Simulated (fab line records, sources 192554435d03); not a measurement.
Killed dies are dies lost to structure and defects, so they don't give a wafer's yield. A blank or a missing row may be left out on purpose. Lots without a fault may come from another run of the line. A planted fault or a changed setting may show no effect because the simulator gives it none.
Chamber matching | flow n5_finfet | N5_DUMMY_GATE_CMP_04 on cmp-02: 4 sister chambers
The step polishes a-Si. 7 wafers are shown with their chamber, then 6 later ones without.

WAFERS WITH THEIR CHAMBER
wafer  | chamber | motor_current_A (A) | time_to_endpoint_s (s)
L077.2 | 3       | 11.5                | 12.5
L082.1 | 0       | 10.0                | 12.9
L082.3 | 1       | 8.6                 | 15.3
L083.1 | 3       | 11.2                | 11.4
L083.3 | 2       | 8.0                 | 13.5
L083.4 | 1       | 8.6                 | 10.7
L087.1 | 2       | 8.9                 | 11.1

WAFERS WITHOUT THEIR CHAMBER
wafer  | motor_current_A (A) | time_to_endpoint_s (s)
L087.3 | 9.8                 | 12.9
L091.1 | 11.8                | 11.5
L091.2 | 8.6                 | 12.4
L097.1 | 8.1                 | 12.2
L097.2 | 10.5                | 15.2
L097.4 | 10.5                | 9.5

WHICH CHAMBER EACH WENT THROUGH
wafer  | from the rows above     | in truth
L087.3 | 0                       | 0
L091.1 | 3                       | 3
L091.2 | can't be placed: 1 or 2 | 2
L097.1 | can't be placed: 2 or 1 | 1
L097.2 | can't be placed: 0 or 3 | 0
L097.4 | can't be placed: 0 or 3 | 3
Placed correctly: 2 of 6. Can't be placed from these rows: 4 (the true chamber is among the candidates in 4). Placed wrongly: 0.
How it was worked out, from the rows above alone: a wafer's distance from a chamber is the root of the sum, over the readings, of the square of ((its reading less the chamber's mean) divided by the reading's scatter). The wafer belongs to the nearest chamber; if the next one is less than 2 further off, it can't be placed. A chamber's mean is the mean of its shown wafers. The scatter: the root of (the sum of the squares of (reading less its chamber's mean) over the shown wafers, divided by (wafers less chambers)).
